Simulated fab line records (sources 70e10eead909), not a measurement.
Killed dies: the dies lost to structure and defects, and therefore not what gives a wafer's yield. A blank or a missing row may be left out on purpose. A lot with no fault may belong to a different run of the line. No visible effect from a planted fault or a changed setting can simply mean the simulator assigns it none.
fab line records | flow nand-harc
record lots=13 | wafers=39 | last-day=32
route steps=1302 shown A_SIN_REMOVE@951 A_WL_FILL@956 END@1302
lots untouched by any fault: they come from a run of this same line in which no faults occurred
start-h: the number of hours between the record's first day and the start of the first shown wafer of the lot | wait-h: time in hours since the lot's previous step | " identical to the entry in the row above | L1.1+2: a row that stands for several wafers | - no value present, or no start provided | * or withheld: withheld | < > ~ a bound
route shown NAME@n: NAME is a module with steps in the file, n the number in the route of the first one | usual: average and standard deviation across the fault-free wafers | same: alike in all rows | chamber/n: place in a boat | sites: readings site by site | _std_site: standard deviation across them | _edge_site: mean of outer sites minus mean of inner sites | radius-mm: for every site, how far away it sits from the centre of the wafer | mask NAME#n: copy n | behind: the tool/chamber that last shaped the wafer | hold: the reason the lot was held/the length of the hold in hours/how it ended | device: whichever transistor did not switch (one of n, p or np) | end of line: the tests these same wafers got at the end of their route | a step without rows: its recipe alone | killed: dies lost to structure and defects at the first sort, not the wafer's yield | map: per-die view of a wafer (x killed, . not killed, _ where there is no die)
set.NAME: the setting that was run; set.NAME@STEP: the one run at that earlier step | model.NAME: the simulator's own value behind a step, which no gauge read
the route's steps for a sample of lots (tables are steps, rows are wafers)
services: the hour from which a tool's chamber was out of use, counted from the record's first day as start-h (under 0 if before that day), plus the number of hours and why
## steps
# step NHARC_A_SIN_REMOVE_INSPECT_04
# usual raw-defect-count=410/82
lot.wafer | tool              | chamber | start-h | wait-h | raw-defect-count
L471.2    | defect-inspect-01 | -       | 462.20  | 0.0    | 454
L471.3    | "                 | -       | "       | "      | 399
L471.5    | "                 | -       | "       | "      | 753
L474.2    | defect-inspect-01 | -       | 480.43  | 0.0    | 417
L474.5    | "                 | -       | "       | "      | 667
L474.6    | "                 | -       | "       | "      | 362
L477.2    | defect-inspect-02 | -       | 525.63  | 0.0    | 447
L477.3    | "                 | -       | "       | "      | 437
L477.5    | "                 | -       | "       | "      | 505
L478.3    | defect-inspect-01 | -       | 545.26  | 0.0    | 400
L478.5    | "                 | -       | "       | "      | 420
L478.6    | "                 | -       | "       | "      | 385
L480.2    | defect-inspect-01 | -       | 557.72  | 0.0    | 319
L480.5    | "                 | -       | "       | "      | 338
L480.6    | "                 | -       | "       | "      | 424
L479.2    | defect-inspect-02 | -       | 561.53  | 0.0    | 267
L479.3    | "                 | -       | "       | "      | 335
L479.4    | "                 | -       | "       | "      | 243
L481.1    | defect-inspect-02 | -       | 569.43  | 0.0    | 446
L481.2    | "                 | -       | "       | "      | 384
L481.4    | "                 | -       | "       | "      | 490
L482.1    | defect-inspect-02 | -       | 574.11  | 0.0    | 363
L482.3    | "                 | -       | "       | "      | 363
L482.6    | "                 | -       | "       | "      | 532
L484.3    | defect-inspect-02 | -       | 602.76  | 0.0    | 381
L484.4    | "                 | -       | "       | "      | 518
L484.6    | "                 | -       | "       | "      | 488
L485.3    | defect-inspect-01 | -       | 602.77  | 0.0    | 485
L485.5    | "                 | -       | "       | "      | 523
L485.6    | "                 | -       | "       | "      | 358
L488.1    | defect-inspect-02 | -       | 618.50  | 0.0    | 524
L488.2    | "                 | -       | "       | "      | 423
L488.3    | "                 | -       | "       | "      | 461
L490.1    | defect-inspect-02 | -       | 652.30  | 0.0    | 293
L490.3    | "                 | -       | "       | "      | 329
L490.4    | "                 | -       | "       | "      | 305
L492.4    | defect-inspect-02 | -       | 673.02  | 0.0    | 392
L492.5    | "                 | -       | "       | "      | 567
L492.6    | "                 | -       | "       | "      | 475
# step NHARC_A_WL_FILL_CVD_03
# recipe target-thk-a=400 | temp-c=300 | pressure-torr=40 | wf6-flow-sccm=40 | h2-flow-sccm=1600 | ar-flow-sccm=1560 | time-s=279 | material=W
# usual heater-power-w=462/44 | mfc-h2-sccm=1601/4.5 | throttle-valve-pct=7.89/0.28
lot.wafer | tool     | chamber | start-h | wait-h | heater-power-w | mfc-h2-sccm | throttle-valve-pct
L471.2    | cvd-w-01 | 1       | 463.30  | 0.1    | 442            | 1608        | 7.62
L471.3    | "        | 0       | "       | "      | 407            | 1596        | 8.01
L471.5    | "        | 1       | "       | "      | 456            | 1603        | 7.48
L474.2    | cvd-w-02 | 0       | 482.02  | 0.1    | 504            | 1602        | 7.95
L474.6    | "        | 0       | "       | "      | 493            | 1605        | 7.70
L474.5    | "        | 1       | "       | "      | 515            | 1605        | 7.79
L477.2    | cvd-w-02 | 1       | 527.23  | 0.7    | 522            | 1602        | 7.58
L477.3    | "        | 0       | "       | "      | 477            | 1608        | 7.91
L477.5    | "        | 1       | "       | "      | 521            | 1607        | 7.63
L478.3    | cvd-w-01 | 1       | 546.38  | 0.2    | 438            | 1601        | 7.83
L478.6    | "        | 0       | "       | "      | 413            | 1598        | 8.17
L478.5    | "        | 1       | "       | "      | 459            | 1597        | 7.54
L480.2    | cvd-w-02 | 1       | 558.71  | 0.1    | 530            | 1599        | 7.52
L480.6    | "        | 1       | "       | "      | 536            | 1601        | 7.70
L480.5    | "        | 0       | "       | "      | 497            | 1609        | 7.84
L479.2    | cvd-w-01 | 1       | 562.63  | 0.2    | 446            | 1592        | 7.45
L479.4    | "        | 1       | "       | "      | 441            | 1597        | 7.53
L479.3    | "        | 0       | "       | "      | 401            | 1597        | 8.35
L481.1    | cvd-w-02 | 0       | 570.42  | 0.1    | 496            | 1595        | 8.05
L481.2    | "        | 0       | "       | "      | 471            | 1592        | 8.15
L481.4    | "        | 0       | "       | "      | 493            | 1598        | 8.02
L482.1    | cvd-w-01 | 0       | 576.97  | 0.1    | 402            | 1600        | 8.31
L482.3    | "        | 0       | "       | "      | 392            | 1601        | 8.17
L482.6    | "        | 0       | "       | "      | 411            | 1605        | 8.08
L484.4    | cvd-w-01 | 0       | 603.85  | 0.2    | 406            | 1604        | 8.29
L484.3    | "        | 1       | "       | "      | 467            | 1602        | 7.53
L484.6    | "        | 1       | "       | "      | 459            | 1604        | 7.53
L485.3    | cvd-w-02 | 0       | 604.44  | 0.2    | 493            | 1598        | 7.82
L485.6    | "        | 0       | "       | "      | 482            | 1602        | 7.99
L485.5    | "        | 1       | "       | "      | 510            | 1604        | 7.50
L488.2    | cvd-w-02 | 0       | 619.63  | 0.1    | 495            | 1596        | 8.28
L488.1    | "        | 1       | "       | "      | 544            | 1603        | 7.84
L488.3    | "        | 1       | "       | "      | 526            | 1604        | 7.69
L490.1    | cvd-w-01 | 1       | 653.44  | 0.1    | 457            | 1603        | 7.70
L490.4    | "        | 1       | "       | "      | 438            | 1610        | 7.88
L490.3    | "        | 0       | "       | "      | 402            | 1596        | 7.98
L492.4    | cvd-w-01 | 0       | 674.17  | 0.2    | 399            | 1594        | 8.13
L492.6    | "        | 1       | "       | "      | 461            | 1610        | 7.93
L492.5    | "        | 0       | "       | "      | 411            | 1606        | 8.39
# step NHARC_A_WL_FILL_ETCHBACK_16
# recipe target-depth-a=1200 | time-s=24 | c4f8-flow-sccm=withheld | o2-flow-sccm=8 | ar-flow-sccm=withheld | rf-w=600 | bias-w=800 | chemistry=C4F8/O2/Ar
# usual oes-product-au=0.97/0.034 | rf-vpp-V=724/5 | run-length-s=45.4/0.32
lot.wafer | tool        | chamber | start-h | wait-h | oes-product-au | rf-hours-counter-h | rf-vpp-V | run-length-s
L471.3    | rie-diel-12 | 0       | 473.43  | -      | 1.00           | 1.0                | 728      | 45.5
L471.2    | "           | 2       | "       | "      | 0.99           | 1.6                | 729      | 45.8
L471.5    | "           | 0       | "       | "      | 1.00           | -                  | 727      | 45.6
L474.2    | rie-diel-13 | 0       | 492.77  | -      | 0.93           | 3.1                | 724      | 45.8
L474.5    | "           | 0       | "       | "      | 0.93           | -                  | 724      | 45.8
L474.6    | "           | 1       | "       | "      | 0.92           | -                  | 729      | 45.1
L477.3    | rie-diel-13 | 0       | 537.65  | -      | 0.99           | 0.5                | 722      | 45.3
L477.2    | "           | 1       | "       | "      | 0.99           | 0.5                | 731      | 45.4
L477.5    | "           | 2       | "       | "      | 1.00           | -                  | 716      | 45.5
L478.3    | rie-diel-13 | 1       | 556.72  | -      | 0.92           | 0.8                | 730      | 45.2
L478.5    | "           | 1       | "       | "      | 0.92           | -                  | 729      | 45.1
L478.6    | "           | 2       | "       | "      | 0.94           | -                  | 717      | 46.3
L480.2    | rie-diel-09 | 1       | 569.50  | -      | 1.02           | 2.0                | 724      | 45.6
L480.6    | "           | 1       | "       | "      | 1.03           | -                  | 726      | 45.8
L480.5    | "           | 2       | "       | "      | 0.99           | -                  | 720      | 44.9
L479.2    | rie-diel-12 | 1       | 577.61  | -      | 0.91           | 7.4                | 725      | 44.9
L479.4    | "           | 2       | "       | "      | 0.92           | 7.6                | 729      | 45.4
L479.3    | "           | 0       | "       | "      | 0.93           | 6.5                | 727      | 46.0
L481.4    | rie-diel-09 | 3       | 582.12  | -      | 0.93           | 2.0                | 717      | 45.3
L481.1    | "           | 0       | "       | "      | 0.93           | 1.2                | 719      | 45.3
L481.2    | "           | 2       | "       | "      | 0.92           | 2.0                | 720      | 45.1
L482.3    | rie-diel-09 | 3       | 589.18  | -      | 0.96           | 2.0                | 718      | 45.3
L482.1    | "           | 0       | "       | "      | 0.96           | 1.2                | 719      | 46.1
L482.6    | "           | 0       | "       | "      | 0.97           | -                  | 719      | 45.7
L484.4    | rie-diel-12 | 0       | 614.41  | -      | 1.01           | 8.8                | 728      | 45.6
L484.3    | "           | 2       | "       | "      | 0.99           | 9.4                | 729      | 45.7
L484.6    | "           | 3       | "       | "      | 1.00           | -                  | 722      | 45.3
L485.3    | rie-diel-13 | 0       | 617.63  | -      | 0.99           | 2.3                | 723      | 45.4
L485.6    | "           | 1       | "       | "      | 0.99           | -                  | 729      | 45.2
L485.5    | "           | 2       | "       | "      | 1.01           | -                  | 715      | 45.8
L488.3    | rie-diel-13 | 2       | 629.91  | -      | 1.00           | 2.7                | 717      | 45.6
L488.1    | "           | 3       | "       | "      | 0.99           | 2.9                | 729      | 45.1
L488.2    | "           | 0       | "       | "      | 0.99           | 2.8                | 723      | 45.4
L490.3    | rie-diel-09 | 1       | 666.61  | -      | 0.93           | 4.6                | 725      | 30.1
L490.4    | "           | 2       | "       | "      | 0.91           | 4.7                | 722      | 30.0
L490.1    | "           | 3       | "       | "      | 0.95           | 4.3                | 717      | 30.3
L492.4    | rie-diel-09 | 2       | 685.17  | -      | 1.00           | 0.0                | 721      | 30.4
L492.5    | "           | 3       | "       | "      | 1.01           | -                  | 717      | 30.1
L492.6    | "           | 0       | "       | "      | 1.00           | -                  | 718      | 30.4
# step NHARC_A_WL_FILL_ETCHBACK_17
# recipe target-depth-a=40 | time-s=26.7 | chemistry=Cl2/BCl3
# usual drypump-motor-current-A=5.7/0.42 | he-backside-leak-sccm=3.39/0.23 | oes-product-au=0.999/0.0087 | run-length-s=48.0/0.43
lot.wafer | tool         | chamber | start-h | wait-h | drypump-motor-current-A | he-backside-leak-sccm | oes-product-au | rf-hours-counter-h | run-length-s
L471.2    | rie-metal-01 | 1       | 473.61  | -      | 6.0                     | 3.40                  | 1.006          | 1.3                | 48.7
L471.3    | "            | 0       | "       | "      | 5.5                     | 3.52                  | 1.005          | -                  | 48.1
L471.5    | "            | 0       | "       | "      | 5.5                     | 3.44                  | 0.996          | -                  | 48.3
L474.2    | rie-metal-02 | 0       | 492.98  | -      | 5.3                     | 3.32                  | 1.008          | 0.5                | 47.4
L474.6    | "            | 1       | "       | "      | 5.3                     | 3.52                  | 1.008          | -                  | 47.7
L474.5    | "            | 0       | "       | "      | 5.3                     | 3.38                  | 1.010          | -                  | 47.7
L477.2    | rie-metal-03 | 1       | 537.82  | -      | 5.7                     | 3.16                  | 1.001          | 0                  | 47.7
L477.3    | "            | 0       | "       | "      | 6.4                     | 3.39                  | 0.990          | -                  | 48.6
L477.5    | "            | 0       | "       | "      | 6.4                     | 3.37                  | 0.999          | -                  | 48.3
L478.3    | rie-metal-01 | 0       | 556.96  | -      | 5.5                     | 3.77                  | 0.990          | -                  | 48.0
L478.6    | "            | 1       | "       | "      | 6.0                     | 3.56                  | 0.987          | -                  | 48.5
L478.5    | "            | 0       | "       | "      | 5.5                     | 3.58                  | 0.993          | -                  | 47.9
L480.2    | rie-metal-02 | 1       | 569.69  | -      | 5.3                     | 3.55                  | 1.003          | 2.0                | 47.3
L480.6    | "            | 1       | "       | "      | 5.3                     | 3.57                  | 1.001          | -                  | 47.3
L480.5    | "            | 0       | "       | "      | 5.3                     | 3.45                  | 1.008          | -                  | 47.4
L479.2    | rie-metal-03 | 0       | 577.79  | -      | 6.4                     | 3.43                  | 0.994          | 0.7                | 48.4
L479.4    | "            | 0       | "       | "      | 6.4                     | 3.39                  | 0.985          | -                  | 48.5
L479.3    | "            | 1       | "       | "      | 5.8                     | 3.20                  | 0.996          | -                  | 48.2
L481.1    | rie-metal-02 | 0       | 582.30  | -      | 5.3                     | 3.30                  | 1.012          | 2.3                | 47.2
L481.2    | "            | 1       | "       | "      | 5.3                     | 3.44                  | 1.008          | 2.3                | 47.4
L481.4    | "            | 0       | "       | "      | 5.3                     | 3.22                  | 1.011          | -                  | 47.6
L482.1    | rie-metal-01 | 1       | 589.36  | -      | 6.0                     | 3.50                  | 0.997          | 0                  | 48.6
L482.3    | "            | 0       | "       | "      | 5.5                     | 3.43                  | 1.002          | -                  | 48.4
L482.6    | "            | 0       | "       | "      | 5.5                     | 3.33                  | 0.996          | -                  | 48.0
L484.4    | rie-metal-02 | 1       | 614.63  | -      | 5.3                     | 3.56                  | 0.994          | -                  | 47.3
L484.3    | "            | 0       | "       | "      | 5.2                     | 3.33                  | 1.007          | -                  | 47.3
L484.6    | "            | 0       | "       | "      | 5.2                     | 3.44                  | 1.014          | -                  | 47.9
L485.3    | rie-metal-03 | 1       | 617.83  | -      | 5.7                     | 3.14                  | 1.007          | -                  | 47.7
L485.6    | "            | 1       | "       | "      | 5.7                     | 3.07                  | 1.009          | -                  | 47.6
L485.5    | "            | 0       | "       | "      | 6.4                     | 3.36                  | 0.997          | -                  | 48.1
L488.1    | rie-metal-02 | 0       | 630.10  | -      | 5.3                     | 3.45                  | 1.016          | 2.9                | 47.5
L488.2    | "            | 1       | "       | "      | 5.3                     | 3.66                  | 1.007          | 2.9                | 47.3
L488.3    | "            | 0       | "       | "      | 5.3                     | 3.50                  | 1.012          | -                  | 47.4
L490.1    | rie-metal-02 | 1       | 666.80  | -      | 5.3                     | 3.55                  | 0.986          | 0.7                | 47.4
L490.3    | "            | 1       | "       | "      | 5.3                     | 3.55                  | 0.986          | -                  | 47.6
L490.4    | "            | 0       | "       | "      | 5.3                     | 3.20                  | 1.007          | -                  | 47.5
L492.4    | rie-metal-03 | 1       | 685.37  | -      | 5.8                     | 3.20                  | 0.999          | -                  | 47.8
L492.6    | "            | 1       | "       | "      | 5.7                     | 3.06                  | 1.007          | -                  | 47.6
L492.5    | "            | 0       | "       | "      | 6.4                     | 3.46                  | 0.994          | -                  | 48.2
# step NHARC_END_SORT_01
# recipe temp-c=25
# usual killed-at-array=64/16 | killed-at-other=1.0/1.1 | killed-at-periphery=3.5/2.3 | killed-dies=69/17 | killed-open=3.2/1.6 | killed-short=2.4/1.6
# same gross-dies=677
lot.wafer | tool      | chamber | start-h | wait-h | killed-at-array | killed-at-other | killed-at-periphery | killed-dies | killed-open | killed-short
L481.1    | prober-02 | 0       | 664.10  | 2.5    | 59              | 2               | 4                   | 65          | 5           | 1
L481.2    | prober-02 | 0       | 664.90  | 2.8    | 54              | 2               | 6                   | 62          | 6           | 2
L481.4    | prober-02 | 0       | 666.50  | 3.4    | 64              | 1               | 2                   | 67          | 1           | 0
L482.1    | prober-01 | 0       | 674.37  | 2.5    | 47              | 1               | 3                   | 51          | 6           | 1
L482.3    | prober-01 | 0       | 675.99  | 3.1    | 53              | 1               | 2                   | 56          | 3           | 4
L482.6    | prober-01 | 0       | 678.41  | 4.0    | 49              | 2               | 0                   | 51          | 4           | 3
L485.3    | prober-02 | 0       | 708.60  | 3.1    | 47              | 1               | 9                   | 57          | 3           | 2
L485.5    | prober-02 | 0       | 710.18  | 3.7    | 40              | 0               | 8                   | 48          | 4           | 3
L485.6    | prober-02 | 0       | 710.97  | 4.0    | 48              | 0               | 10                  | 58          | 5           | 4
L488.1    | prober-01 | 0       | 711.31  | 2.5    | 96              | 1               | 5                   | 102         | 6           | 2
L490.1    | prober-01 | 0       | 762.39  | 2.5    | 676             | 0               | 1                   | 677         | 2           | 2
L490.3    | prober-01 | 0       | 763.97  | 3.1    | 676             | 0               | 1                   | 677         | 4           | 3
L490.4    | prober-01 | 0       | 764.76  | 3.4    | 673             | 1               | 3                   | 677         | 6           | 5
L492.4    | prober-01 | 0       | 774.72  | 3.4    | 672             | 1               | 4                   | 677         | 2           | 1
L492.5    | prober-01 | 0       | 775.53  | 3.8    | 669             | 2               | 6                   | 677         | 3           | 4
L492.6    | prober-01 | 0       | 776.34  | 4.1    | 672             | 1               | 4                   | 677         | 6           | 3
# killed by level:class
L481.1 A_CHANNEL_HOLE_D1:chamber-film-flake=33 A_CHANNEL_HOLE_D2:chamber-film-flake=18 P_GATE:chamber-film-flake=2 A_SLIT:chamber-film-flake=2 THIN_TSV:chamber-film-flake=2 P_M2:geometric-particle:open=1 A_DECK1_JOINT:geometric-particle:open=1 A_ONON_D2:geometric-particle:short=1
L481.2 A_CHANNEL_HOLE_D1:chamber-film-flake=32 A_CHANNEL_HOLE_D2:chamber-film-flake=15 A_SLIT:chamber-film-flake=2 THIN_TSV:chamber-film-flake=2 P_STI:geometric-particle:open=1 P_CONTACT:geometric-particle:open=1 P_M0:geometric-particle:short=1 P_M0:geometric-particle:open=1
L481.4 A_CHANNEL_HOLE_D1:chamber-film-flake=32 A_CHANNEL_HOLE_D2:chamber-film-flake=21 A_M1:chamber-film-flake=4 A_SLIT:chamber-film-flake=3 A_WL_FILL:chamber-film-flake=2 A_WL_FILL:geometric-particle:open=1 P_ZERO_WELL:chamber-film-flake=1 P_GATE:chamber-film-flake=1
L482.1 A_SLIT:chamber-film-flake=33 A_CHANNEL_HOLE_D1:chamber-film-flake=6 A_CONTACT:chamber-film-flake=2 P_M0:geometric-particle:open=1 A_ONON_D1:geometric-particle:open=1 A_CHANNEL_HOLE_D1:geometric-particle:open=1 A_CHANNEL_FILL_D1:geometric-particle:open=1 A_WL_FILL:geometric-particle:open=1
L482.3 A_SLIT:chamber-film-flake=34 A_CHANNEL_HOLE_D1:chamber-film-flake=8 A_CONTACT:chamber-film-flake=4 P_M0:geometric-particle:short=1 P_M2:geometric-particle:open=1 A_CHANNEL_FILL_D1:geometric-particle:open=1 A_CHANNEL_FILL_D1:geometric-particle:short=1 A_ONON_D2:geometric-particle:open=1
L482.6 A_SLIT:chamber-film-flake=27 A_CHANNEL_HOLE_D1:chamber-film-flake=8 A_CONTACT:chamber-film-flake=4 A_ONON_D1:geometric-particle:open=2 A_CHANNEL_FILL_D1:geometric-particle:short=2 THIN_TSV:chamber-film-flake=2 A_CHANNEL_HOLE_D1:geometric-particle:short=1 A_CHANNEL_FILL_D2:geometric-particle:open=1
L485.3 A_CHANNEL_HOLE_D2:chamber-film-flake=20 A_CHANNEL_HOLE_D1:chamber-film-flake=13 A_SLIT:chamber-film-flake=6 P_M0:chamber-film-flake=4 P_BONDPAD:chamber-film-flake=2 A_STAIRCASE:chamber-film-flake=2 P_STI:geometric-particle:open=1 A_CHANNEL_HOLE_D1:geometric-particle:short=1
L485.5 A_CHANNEL_HOLE_D2:chamber-film-flake=18 A_CHANNEL_HOLE_D1:chamber-film-flake=9 A_STAIRCASE:chamber-film-flake=4 A_SLIT:chamber-film-flake=3 P_GATE:geometric-particle:open=2 P_M0:chamber-film-flake=2 P_BONDPAD:chamber-film-flake=2 A_ZERO_WELL:chamber-film-flake=2
L485.6 A_CHANNEL_HOLE_D2:chamber-film-flake=22 A_CHANNEL_HOLE_D1:chamber-film-flake=10 P_BONDPAD:chamber-film-flake=5 A_STAIRCASE:chamber-film-flake=4 A_WL_FILL:geometric-particle:open=3 P_M0:chamber-film-flake=3 A_SLIT:chamber-film-flake=2 A_CONTACT:chamber-film-flake=2
L488.1 A_SLIT:chamber-film-flake=39 A_CHANNEL_HOLE_D1:chamber-film-flake=32 A_CONTACT:chamber-film-flake=9 A_CHANNEL_HOLE_D2:chamber-film-flake=4 A_ZERO_WELL:chamber-film-flake=3 A_CHANNEL_FILL_D1:chamber-film-flake=2 A_STAIRCASE:chamber-film-flake=2 P_GATE:geometric-particle:short=1
L490.1 A_WL_FILL:area-etchback=607 A_CHANNEL_HOLE_D2:chamber-film-flake=23 A_CHANNEL_HOLE_D1:chamber-film-flake=19 A_CONTACT:chamber-film-flake=6 A_SLIT:chamber-film-flake=4 A_STAIRCASE:chamber-film-flake=4 A_CHANNEL_FILL_D2:chamber-film-flake=3 A_WL_FILL:chamber-film-flake=3
L490.3 A_WL_FILL:area-etchback=622 A_CHANNEL_HOLE_D2:chamber-film-flake=20 A_SLIT:chamber-film-flake=7 A_STAIRCASE:chamber-film-flake=6 A_CHANNEL_HOLE_D1:chamber-film-flake=5 A_DECK1_JOINT:geometric-particle:short=2 A_M0:geometric-particle:open=2 A_ZERO_WELL:chamber-film-flake=2
L490.4 A_WL_FILL:area-etchback=611 A_CHANNEL_HOLE_D2:chamber-film-flake=19 A_CHANNEL_HOLE_D1:chamber-film-flake=11 A_SLIT:chamber-film-flake=7 A_STAIRCASE:chamber-film-flake=6 A_CHANNEL_FILL_D2:chamber-film-flake=4 A_CHANNEL_FILL_D1:geometric-particle:open=2 A_WL_FILL:chamber-film-flake=2
L492.4 A_WL_FILL:area-etchback=594 A_SLIT:chamber-film-flake=26 A_CHANNEL_HOLE_D2:chamber-film-flake=23 A_CHANNEL_HOLE_D1:chamber-film-flake=11 A_CONTACT:chamber-film-flake=10 P_ZERO_WELL:chamber-film-flake=3 A_STAIRCASE:chamber-film-flake=3 A_WL_FILL:chamber-film-flake=2
L492.5 A_WL_FILL:area-etchback=592 A_SLIT:chamber-film-flake=31 A_CHANNEL_HOLE_D2:chamber-film-flake=18 A_CHANNEL_HOLE_D1:chamber-film-flake=13 A_CONTACT:chamber-film-flake=7 A_CHANNEL_FILL_D2:geometric-particle:short=2 P_ZERO_WELL:chamber-film-flake=2 A_STAIRCASE:chamber-film-flake=2
L492.6 A_WL_FILL:area-etchback=593 A_SLIT:chamber-film-flake=24 A_CHANNEL_HOLE_D2:chamber-film-flake=19 A_CONTACT:chamber-film-flake=15 A_CHANNEL_HOLE_D1:chamber-film-flake=9 A_STAIRCASE:chamber-film-flake=4 A_WL_FILL:chamber-film-flake=3 P_CONTACT:geometric-particle:open=2
## services
tool         | chamber | start-h | hours | kind
rie-diel-09  | 2       | 448.95  | 2.7   | repair
cvd-w-02     | -       | 450.00  | 13.0  | pm
rie-metal-02 | -       | 454.00  | 9.0   | pm
rie-metal-03 | -       | 455.90  | 0.3   | repair
rie-diel-13  | -       | 456.43  | 0.1   | repair
rie-diel-09  | -       | 469.42  | 0.8   | repair
cvd-w-02     | -       | 474.30  | 0.7   | repair
rie-diel-09  | 0       | 474.54  | 44.7  | repair
rie-diel-09  | -       | 497.13  | 9.0   | pm
rie-diel-13  | 2       | 508.51  | 3.1   | repair
rie-diel-13  | -       | 519.00  | 9.0   | pm
rie-metal-03 | -       | 519.00  | 9.0   | pm
rie-diel-09  | 0       | 522.43  | 21.1  | repair
cvd-w-01     | -       | 547.00  | 13.0  | pm
rie-metal-03 | 1       | 552.47  | 18.3  | repair
rie-metal-03 | 0       | 564.22  | 12.0  | repair
cvd-w-02     | 1       | 565.83  | 14.2  | repair
cvd-w-01     | 1       | 567.79  | 15.2  | repair
rie-metal-03 | -       | 611.82  | 2.7   | repair
cvd-w-02     | -       | 631.00  | 13.0  | pm
rie-metal-02 | -       | 631.00  | 9.0   | pm
rie-diel-13  | -       | 632.10  | 0.8   | repair
cvd-w-02     | 1       | 668.67  | 1.5   | repair
rie-diel-09  | -       | 674.13  | 9.0   | pm
## key
first-sign step=NHARC_A_WL_FILL_ETCHBACK_16 | reading=run-length-s | direction=down | sigmas=48 | usual=* | struck=*
effect step=NHARC_END_SORT_01 | reading=killed-at-array | direction=up | sigmas=37 | usual=64 | struck=673
more-kills-born-at NHARC_A_WL_FILL_ETCHBACK_16@rie-diel-09=3619
met-at NHARC_A_WL_FILL_ETCHBACK_16
struck-lots L490,L492
later-rows-left-out L490.1,L490.3,L490.4,L492.4,L492.5,L492.6
tester-left-out L490,L492
not-acting-at NHARC_A_SIN_REMOVE_INSPECT_04,NHARC_A_WL_FILL_CVD_03,NHARC_A_WL_FILL_ETCHBACK_17
onset-between 589.18 666.61
fault kind=process-parameter-drift | tool=rie-diel-09 | chamber=- | onset-h=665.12 | steps=NHARC_A_WL_FILL_ETCHBACK_16 | channel=time-s | offset=* | shape=step | end-h=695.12 | acts-in=* | stated=*
# tester-left-out: of these lots the tester's yield and bins aren't shown, on N5 and GAA mostly nor the transistor test; their killed dies are dies lost to structure and defects alone, not to doping, threshold or leakage, so they don't give the yield
# later-rows-left-out: the simulator's readings of these wafers behind a module that went badly wrong aren't trusted and aren't shown, but for the sort
